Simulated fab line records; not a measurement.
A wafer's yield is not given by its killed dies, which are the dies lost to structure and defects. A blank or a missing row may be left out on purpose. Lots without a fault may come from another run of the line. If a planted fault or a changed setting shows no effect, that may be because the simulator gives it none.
A lot that was struck, set against a sound lot -- flow n5Finfet -- 42 steps out of a route of 1938
Sound: wafers L129.1, L129.3, L129.5. The struck wafers were L139.1, L139.3, L139.5. Last of all comes the cause.
For every step that has rows: the tool of each side, followed by ch and its chambers, followed by its first start. Under that, the readings that differ: sound wafers -- struck wafers -- difference of the means -- sigmas: that difference in standard deviations of wafers without a fault.
alike: readings whose means differ by less than 2 such deviations, and words and numbers that are the same on both sides. not compared: withheld readings, readings that some wafer has no value for, bounds like >300 that may hide the same value, and numbers for which the record gives no deviation and whose values overlap.
The two part at a step that has a row with sigmas, a row that says differs or no value, or rows on one side only. Non-overlapping numbers with no deviation appear without sigmas and do not part them. Lack of a reading on every wafer of one side parts them only where that side has two or more wafers.

N5_SD_EPI_P_ETCH_36: etches SiARC in CF4, target depth 45.5 nm, time 75.8 s.
  sound on rieDiel-06 ch 1,2,3, day 4 11:52; struck on rieDiel-02 ch 0,2,3, day 7 02:08
  alike: drypumpMotorCurrentA, etchRfOnTimeS, oesProductAu, rfVppV, showerheadPlenumPTorr, throttleValvePct
  not compared: rfHoursCounterH
N5_SD_EPI_P_ETCH_37: etches SOC in N2/H2, overetch 108 nm, time 486 s.
  sound on rieDiel-06 ch 1,2,3, day 4 11:55; struck on rieDiel-02 ch 0,2,3, day 7 02:11
  alike: drypumpMotorCurrentA, oesProductAu, rfVppV, showerheadPlenumPTorr, throttleValvePct
  not compared: rfHoursCounterH
then, 2 steps without rows for these wafers: N5_SD_EPI_P_STRIP_38 (strips in N2/H2); N5_SD_EPI_P_ETCHBACK_46 (etches SiNx in CH3F/O2, stops on SiO2, target depth 17.5 nm).
N5_SD_EPI_P_ETCH_47: etches SiOCN in CH3F/O2, target depth 25 nm.
  sound on rieDiel-06 ch 1,2,3, day 4 12:21; struck on rieDiel-02 ch 0,2,3, day 7 02:37
  alike: drypumpMotorCurrentA, oes_ar_750_au, oesProductAu, rfVppV, showerheadPlenumPTorr, throttleValvePct
  not compared: rfHoursCounterH
then, 7 steps without rows for these wafers: N5_SD_EPI_P_ETCH_16 (etches SiO2 in CHF3/O2, target depth 5 nm); N5_SD_EPI_P_STRIP_50 (strips in CHF3/O2); N5_SD_EPI_P_SD_RECESS_17 (chemistry HBr/Cl2/O2, target depth 39.1 nm, bt time 3 s); N5_SD_EPI_P_WET_ETCH_45 (etches SiO2 in dHF, time 10.7 s, target depth 2 nm, rinse time 30 s); N5_SD_EPI_P_STRIP_40 (strips in N2/H2); N5_SD_EPI_P_PRECLEAN_52 (cleans in O3/DIW, time 60 s); N5_SD_EPI_P_SRD_20 (time 30 s).
N5_SD_EPI_P_PRECLEAN_51: cleans in NF3:NH3, afs cycles 1, time 20 s, sublimation time 60 s.
  sound on epiRpcvd-03 ch 0, day 4 12:49; struck on epiRpcvd-01, day 7 03:05
  no value came back on the struck wafers for afsCycles, chamberPressureTorr (Torr); on the sound wafers afsCycles reads 1 1 1
reading,sound,struck,difference,sigmas
model.SiNx_of_SD_EPI_N_LINER_46.thkNm (nm),2.6 2.6 2.6,3 3 3,+0,
then, 1 step without rows for these wafers: N5_SD_EPI_P_VAPOR_ETCH_44 (etches SiGe30 in NF3/Ar, time 3.3 s).
N5_SD_EPI_P_EPI_21: deposits SiGe:B, time 355 s.
  sound on epiRpcvd-03 ch 0, day 4 13:11; struck on epiRpcvd-01 ch 0, day 7 03:27
reading,sound,struck,difference,sigmas
model.SiGe-B_of_SD_EPI_P_EPI_21.thkNm (nm),60.8 60.4 60.6,0.6 0.4 1.2,-59.9,
then, 6 steps without rows for these wafers: N5_SD_EPI_P_HM_STRIP_48 (strips SiNx in H3PO4, material SiNx, target depth 3 nm); N5_SD_EPI_P_SRD_49 (time 30 s); N5_SD_EPI_P_PRECLEAN_24 (cleans in O3/DIW, time 45 s); N5_SD_EPI_P_PRECLEAN_32 (cleans in dHF, time 10 s); N5_SD_EPI_P_PRECLEAN_33 (cleans in SC2, time 45 s); N5_SD_EPI_P_SRD_25 (time 30 s).
N5_SD_EPI_P_INSPECT_26: inspects for defects (darkfield).
  struck on defectInspect-02, day 7 05:49; sound on defectInspect-01, day 4 15:33
  alike: rawDefectCount
then, 1 step without rows for these wafers: N5_SD_ACTIVATION_RTA_00 (time 0 s).
N5_SD_ACTIVATION_LSA_01: time 0.0008 s.
  sound on laserAnneal-02 ch 0, day 4 15:47; struck on laserAnneal-02 ch 0, day 7 06:03
  alike: wafer_temp_C_max
N5_SD_ACTIVATION_RS_MEAS_03: measurement is done with a four-point probe.
  struck on filmMetro-02, day 7 06:15; sound on filmMetro-01, day 4 15:59
reading,sound,struck,difference,sigmas
RS_SD_P (ohm/sq),56.2 57.4 57.8,- - -,no value on the struck wafers,
  alike: RS_SD_N
N5_SD_ACTIVATION_INSPECT_02: inspects for defects (darkfield).
  struck on defectInspect-01, day 7 06:35; sound on defectInspect-02, day 4 16:18
  alike: rawDefectCount
N5_ILD0_LINER_00: material SiNx, target thk 4 nm, pulse time 1 s, purge time 2 s.
  sound on aldSin-01 ch 2,3, day 4 16:20; struck on aldSin-01 ch 2,3, day 7 06:37
  alike: heaterPowerOuterW, heaterPowerW, precursorPulseHeightRel
  not compared: sinceWetCleanH
then, 3 steps without rows for these wafers: N5_ILD0_FCVD_FILL_01 (material SiO2 flowable, target thk 200 nm, time 328.3 s); N5_ILD0_CURE_02 (time 1800 s); N5_ILD0_CMP_03 (polishes, stops on SiNx, t overpolish 1.9 s, target thk 197.38 nm).
N5_ILD0_THK_MEAS_04:
  struck on filmMetro-01, day 7 09:17; sound on filmMetro-01, day 4 20:47
  alike: thkNm
then, 1 step without rows for these wafers: N5_ILD0_CMP_07 (polishes SiO2 flowable, stops on poly-Si, t overpolish 1.18 s, target thk 138.88 nm).
N5_ILD0_THK_MEAS_08:
  struck on filmMetro-02, day 7 09:37; sound on filmMetro-02, day 4 21:07
  alike: thkNm
then, 3 steps without rows for these wafers: N5_ILD0_PRECLEAN_10 (cleans in NF3:NH3, afs cycles 5, time 20 s, sublimation time 60 s); N5_ILD0_ALD_15 (deposits SiNx, target thk 24 nm, pulse time 1 s, ald cycles 480); N5_ILD0_CMP_12 (polishes SiNx, stops on poly-Si, t overpolish 6 s, target thk 17.67 nm).
N5_ILD0_THK_MEAS_13:
  struck on filmMetro-01, day 7 12:50; sound on filmMetro-02, day 5 00:30
  alike: thkNm
N5_ILD0_INSPECT_06: inspects for defects (darkfield).
  struck on defectInspect-01, day 7 12:52; sound on defectInspect-01, day 5 00:31
  alike: rawDefectCount
then, 2 steps without rows for these wafers: N5_SDB_HM_DEP_00 (deposits SiNx from SiH4/NH3/N2, target thk 40 nm, time 35.3 s); N5_SDB_COAT_03 (time 60 s, resist thk 100 nm).
N5_MOL_CONTACT_COAG_ETCH_110: etches Si in CF4/O2, target depth 2.5 nm, time 8 s.
  sound on rieDiel-04 ch 0,1, day 6 01:56; struck on rieDiel-04 ch 0,1, day 8 11:55
reading,sound,struck,difference,sigmas
model.SiGe-B_of_SD_EPI_P_EPI_21.thkNm (nm),58 57.4 57.6,0.4 0.4 1,-57.1,
  alike: drypumpMotorCurrentA, oes_ar_750_au, oesProductAu, rfVppV, showerheadPlenumPTorr, throttleValvePct
  not compared: rfHoursCounterH
-- record jumps: 4 days separate the struck wafers' starts on either side; left off in module MOL_CONTACT_COAG, taken up again in module BEOL_M4, whose first shown step is the route's number 1111 --
N5_BEOL_M4_RC_MEAS_101:
  sound on prober-02 ch 0, day 9 17:02; struck on prober-02 ch 0, day 12 00:11
  no value came back on the struck wafers for any of 17 readings (CJ_P, DIBL_P (mV/V) and others); on the sound wafers CJ_P reads 5.9 6.2 5.8
  alike: DIBL_N, IOFF_N, ION_N, SS_N, VT_N

## WHERE THEY PART
At N5_SD_EPI_P_PRECLEAN_51 first; at N5_BEOL_M4_RC_MEAS_101 last (within this record only).

WHY: the cause the simulator had injected
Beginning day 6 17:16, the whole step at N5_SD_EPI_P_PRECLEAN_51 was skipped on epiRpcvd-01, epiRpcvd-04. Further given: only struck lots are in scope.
